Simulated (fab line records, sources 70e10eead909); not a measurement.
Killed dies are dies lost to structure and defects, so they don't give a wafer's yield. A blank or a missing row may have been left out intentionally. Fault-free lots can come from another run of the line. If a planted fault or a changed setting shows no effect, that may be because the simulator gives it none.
Matching of chambers	flow nand harc	cmp-01 running NHARC_THIN_TSV_CMP_21: 4 sister chambers
The step polishes, t overpolish 30 s, target thk 2000 nm. 8 wafers are shown with their chamber, then 8 later ones without.

WAFERS, EACH WITH ITS CHAMBER
wafer	chamber	motor current A (A)	overpolish run s (s)
L501.6	2	11.2	29.992
L502.2	3	13.7	30.009
L502.4	2	10.8	30.009
L502.5	0	12.1	30.018
L503.2	3	13.0	30.006
L503.5	0	12.7	30.011
L503.6	1	13.5	29.990
L505.1	1	13.2	29.994

WAFERS WHOSE CHAMBER IS MISSING
wafer	motor current A (A)	overpolish run s (s)
L505.4	11.5	30.014
L505.6	13.0	30.003
L508.3	12.8	29.990
L508.4	13.8	29.994
L508.5	13.1	29.993
L510.3	12.5	29.996
L510.4	13.4	29.999
L510.6	13.4	29.993

EACH ONE'S CHAMBER
wafer	from the rows above	in truth
L505.4	can't be placed: 2 or 0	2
L505.6	can't be placed: 3 or 1 or 0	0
L508.3	can't be placed: 1 or 3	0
L508.4	can't be placed: 1 or 3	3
L508.5	can't be placed: 1 or 3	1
L510.3	can't be placed: 1 or 0 or 3 or 2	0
L510.4	can't be placed: 1 or 3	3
L510.6	can't be placed: 1 or 3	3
Placed correctly: 0 of 8. Cannot be placed on the basis of these rows: 8; the candidates contain the true chamber in 7. Placed wrongly: 0.
How it was worked out, from the rows above alone: a wafer's distance from a chamber is the root of the sum, over the readings, of the square of ((its reading less the chamber's mean) divided by the reading's scatter). The wafer belongs to the nearest chamber; if the next one is less than 2 further off, it can't be placed. A chamber's mean is the mean of its shown wafers. How the scatter is found: for the shown wafers, subtract from each reading the mean of its chamber, square and add these, divide the total by (wafers less chambers), then take the root.
